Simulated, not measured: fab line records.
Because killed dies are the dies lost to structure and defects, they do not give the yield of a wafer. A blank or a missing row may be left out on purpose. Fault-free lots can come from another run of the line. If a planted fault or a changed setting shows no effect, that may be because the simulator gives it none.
8D (eight disciplines) problem report, filled in by code ; flow n5Finfet ; the parts of the form that need people (team, actions taken, sign-off) are left out

## 1. THE PROBLEM
RC_P at N5_BEOL_M4_RC_MEAS_101 reads a mean of 35.5 ohm.um on 6 wafers of 2 lots; wafers without a fault read 19.3 ohm.um with a standard deviation of 0.48. That puts it +34 standard deviations away from the usual mean.
Earliest sighting: wafer L835.3 on prober-01 at day 13 03:19. Wafers with a number at this step in the record: 30, from 10 lots. By rule, "out" or "out of limits" means more than 4 standard deviations away from the usual mean. The rest of the wafers with a number are treated as sound.

## 2. WHAT IT IS AND WHAT IT IS NOT
question;is;is not
which readings at this step;RC_P, RC_DENSE_N, RC_DENSE_P, RC_N, REXT_N, REXT_P;DIBL_N, DIBL_P, IOFF_N, SS_P, VT_N, VT_P
which lots;L835, L836;L819, L823, L825, L826, L828, L837, L839, L842
which wafers of those lots;all that have a number;-
read on which gauges;prober-01, prober-02;-
when;from day 13 03:19;"up to then (15 sound wafers); but 9 sound wafers of L837, L839, L842 came after"

## 3. THE SUSPECTS, EACH WITH WHAT RULES IT OUT
Counting: any tool at a process step up to the reading is kept as a suspect provided that every lot that is out went through it and no sound lot did after the first of them.
- the gauge at N5_BEOL_M4_RC_MEAS_101 has been ruled out. Those wafers that are out were read across 2 gauges (prober-01, prober-02).
- implanter-01 at N5_MOL_CONTACT_COAG_IMPLANT_129: kept. Every lot that is out went through it, starting with L835 (day 8 15:08), and after that it ran no sound lot; the last sound lot it ran before then is L828 (day 6 21:48). Its own beamEnergyKeV readings are out on those wafers.
Left after counting: implanter-01 at N5_MOL_CONTACT_COAG_IMPLANT_129.

## 4. THE CAUSE (what the simulator had put in)
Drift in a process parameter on implanter-01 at N5_MOL_CONTACT_COAG_IMPLANT_129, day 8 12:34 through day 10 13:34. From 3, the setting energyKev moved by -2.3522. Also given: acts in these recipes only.
The count eliminated every tool but this one.

## 5. SEQUENCE OF EFFECTS, ordered by route
One row per reading whose mean, taken over the struck wafers that have a number, lies over 3 standard deviations from the usual. Only readings whose record carries a usual standard deviation are examined. hours: median over the lots of the time between each lot's start at the first step of this table that gives one and its start at this step. sigmas: the change, counted in usual standard deviations.
hours;step;reading;usual;on struck wafers;change;sigmas
0;N5_MOL_CONTACT_COAG_IMPLANT_129;beamEnergyKeV;3.0001;0.6483;-2.3518;-99 or more
103;N5_BEOL_M4_RC_MEAS_101;RC_DENSE_N;19.0 ohm.um;34.8;+15.8;+31
103;N5_BEOL_M4_RC_MEAS_101;RC_DENSE_P;23.7 ohm.um;43.5;+19.8;+32
103;N5_BEOL_M4_RC_MEAS_101;RC_N;15.5 ohm.um;28.5;+13.0;+32
103;N5_BEOL_M4_RC_MEAS_101;RC_P;19.3 ohm.um;35.5;+16.2;+34
103;N5_BEOL_M4_RC_MEAS_101;REXT_N;75.4 ohm.um;87.8;+12.4;+6.9
103;N5_BEOL_M4_RC_MEAS_101;REXT_P;100.5 ohm.um;119.1;+18.6;+8.9
Process steps it contains:
- N5_MOL_CONTACT_COAG_IMPLANT_129

## 6. HOW IT WOULD HAVE BEEN CAUGHT EARLIER
In this record the first reading out of limits at a measuring or inspecting step was taken at day 13 03:19, 111 hours after the fault began at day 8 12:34.
The tool's own readings at N5_MOL_CONTACT_COAG_IMPLANT_129 were out on every struck wafer that the step has a row for (beamEnergyKeV): an alarm limit on them would have fired on the first of those.
Each of the lots that are out, 2 in all, had begun N5_MOL_CONTACT_COAG_IMPLANT_129 on implanter-01 no later than day 13 03:19. Tool hold at that time: it would have spared none of them.
